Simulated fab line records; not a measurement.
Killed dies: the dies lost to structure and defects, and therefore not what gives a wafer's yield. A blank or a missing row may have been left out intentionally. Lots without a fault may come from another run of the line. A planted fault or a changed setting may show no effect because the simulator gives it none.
Split-lot study / flow n5 finfet / 7 lots, 21 wafers read, on a route of 1938 steps

## ABOUT THE SPLIT
At N5_BEOL_M1_COAT_73 (time 60 s, resist thk 5 nm), the setting spin rpm was moved away from the recipe's 1500 rpm on 8 of the 21 wafers read, by -11.1% to -2.9%. All remaining wafers had this setting at the recipe value.

## FROM THE SPLIT TO THE READING: what the file shows between them, 3 steps
- N5_BEOL_M1_COAT_05: resist thk 30 nm
- N5_BEOL_M1_EBR_07
- N5_BEOL_M1_DESCUM_16: chemistry O2, time 7 s

## THE READING
etch.depth nm (the simulator's own value, which no gauge read), in nm, at N5_BEOL_M1_ETCH_74 (etches underlayer in N2/H2, target depth 6.5 nm, time 5.2 s). The file does not state a usual value for it. Average 5.010 nm, standard deviation 0.0066 nm, over the 13 wafers here run with the recipe.

wafer=L076.2; tool, chamber at the split=litho track-05, 0; spin rpm as run, rpm=1500; against the recipe=recipe; etch.depth nm, nm=5.004; against lot-mates on the recipe=-
wafer=L076.5; tool, chamber at the split=litho track-05, 0; spin rpm as run, rpm=1500; against the recipe=recipe; etch.depth nm, nm=5.004; against lot-mates on the recipe=-
wafer=L076.6; tool, chamber at the split=litho track-05, 0; spin rpm as run, rpm=1500; against the recipe=recipe; etch.depth nm, nm=5.002; against lot-mates on the recipe=-
wafer=L077.1; tool, chamber at the split=litho track-03, 0; spin rpm as run, rpm=1500; against the recipe=recipe; etch.depth nm, nm=5.007; against lot-mates on the recipe=-
wafer=L077.2; tool, chamber at the split=litho track-03, 0; spin rpm as run, rpm=1500; against the recipe=recipe; etch.depth nm, nm=5.017; against lot-mates on the recipe=-
wafer=L077.4; tool, chamber at the split=litho track-03, 0; spin rpm as run, rpm=1392; against the recipe=-7.2%; etch.depth nm, nm=5.22; against lot-mates on the recipe=+0.208
wafer=L082.1; tool, chamber at the split=litho track-04, 0; spin rpm as run, rpm=1500; against the recipe=recipe; etch.depth nm, nm=5.004; against lot-mates on the recipe=-
wafer=L082.4; tool, chamber at the split=litho track-04, 0; spin rpm as run, rpm=1334; against the recipe=-11.1%; etch.depth nm, nm=5.295; against lot-mates on the recipe=+0.291
wafer=L082.5; tool, chamber at the split=litho track-04, 0; spin rpm as run, rpm=1334; against the recipe=-11.1%; etch.depth nm, nm=5.311; against lot-mates on the recipe=+0.307
wafer=L083.2; tool, chamber at the split=litho track-03, 0; spin rpm as run, rpm=1500; against the recipe=recipe; etch.depth nm, nm=5.022; against lot-mates on the recipe=-
wafer=L083.3; tool, chamber at the split=litho track-03, 0; spin rpm as run, rpm=1500; against the recipe=recipe; etch.depth nm, nm=5.015; against lot-mates on the recipe=-
wafer=L083.5; tool, chamber at the split=litho track-03, 0; spin rpm as run, rpm=1500; against the recipe=recipe; etch.depth nm, nm=5.018; against lot-mates on the recipe=-
wafer=L090.1; tool, chamber at the split=litho track-04, 0; spin rpm as run, rpm=1500; against the recipe=recipe; etch.depth nm, nm=5.007; against lot-mates on the recipe=-
wafer=L090.2; tool, chamber at the split=litho track-04, 0; spin rpm as run, rpm=1500; against the recipe=recipe; etch.depth nm, nm=5.01; against lot-mates on the recipe=-
wafer=L090.5; tool, chamber at the split=litho track-04, 0; spin rpm as run, rpm=1457; against the recipe=-2.9%; etch.depth nm, nm=5.068; against lot-mates on the recipe=+0.059
wafer=L094.3; tool, chamber at the split=litho track-04, 0; spin rpm as run, rpm=1500; against the recipe=recipe; etch.depth nm, nm=5.017; against lot-mates on the recipe=-
wafer=L094.4; tool, chamber at the split=litho track-04, 0; spin rpm as run, rpm=1344; against the recipe=-10.4%; etch.depth nm, nm=5.293; against lot-mates on the recipe=+0.276
wafer=L094.6; tool, chamber at the split=litho track-04, 0; spin rpm as run, rpm=1344; against the recipe=-10.4%; etch.depth nm, nm=5.293; against lot-mates on the recipe=+0.276
wafer=L096.1; tool, chamber at the split=litho track-03, 0; spin rpm as run, rpm=1500; against the recipe=recipe; etch.depth nm, nm=5.003; against lot-mates on the recipe=-
wafer=L096.2; tool, chamber at the split=litho track-03, 0; spin rpm as run, rpm=1398; against the recipe=-6.8%; etch.depth nm, nm=5.197; against lot-mates on the recipe=+0.194
wafer=L096.5; tool, chamber at the split=litho track-03, 0; spin rpm as run, rpm=1398; against the recipe=-6.8%; etch.depth nm, nm=5.179; against lot-mates on the recipe=+0.176

THE FIT
A straight line over all 21 wafers: etch.depth nm changes by -0.0269 nm for each +1% of spin rpm; r = -1.00; the points scatter about the line by 0.0092 nm.
The same after taking each lot's own level away (the mean of its wafers on the recipe; 21 wafers): -0.027 nm for each +1%; r = -1.00; scatter 0.007 nm.
The reading moves by 0.3 nm for the largest change in spin rpm, on that fit.
The span of the lots' own levels, 5.0030 to 5.0183 nm, comes to 2.3 times the standard deviation stated above.
The two slopes are in agreement: the lot-to-lot level therefore moves the slope only a little.
Check: for one of the wafers moved furthest among these (-11.1%), held out of the fit, the line's prediction against its lot-mates is +0.3 nm. Against them it came out at +0.291 nm.

## ADDITIONAL SPLITS CARRIED BY THESE WAFERS
These wafers also went through other splits before the reading. Each is held against what the fit with the lots' levels taken away leaves over:
other split on the same wafers=N5_BEOL_M0_CUTY_DESCUM_61 time s; wafers away from the commonest value=9; r with etch.depth nm (lot level and that fit taken away)=-0.04
other split on the same wafers=N5_BEOL_M0_ETCH_128 source w; wafers away from the commonest value=6; r with etch.depth nm (lot level and that fit taken away)=+0.21

## THE WHOLE CHAIN: every reading that the file lists as answering this split, in the file's order
step=N5_BEOL_M1_ETCH_74; what it does=etches underlayer in N2/H2, target depth 6.5 nm, time 5.2 s; reading=CAR-EUV_of_BEOL_M1_COAT_05.thk nm (the simulator's own value, which no gauge read); change (the file's fit)=+0.0325 nm for each +1% of the setting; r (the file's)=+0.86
step=N5_BEOL_M1_ETCH_74; what it does=etches underlayer in N2/H2, target depth 6.5 nm, time 5.2 s; reading=etch.depth nm (the simulator's own value, which no gauge read); change (the file's fit)=-0.0271 nm for each +1% of the setting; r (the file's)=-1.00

## THE FILE'S OWN FIT
etch.depth nm changes by -0.0271 nm for each +1% of spin rpm, r = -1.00.
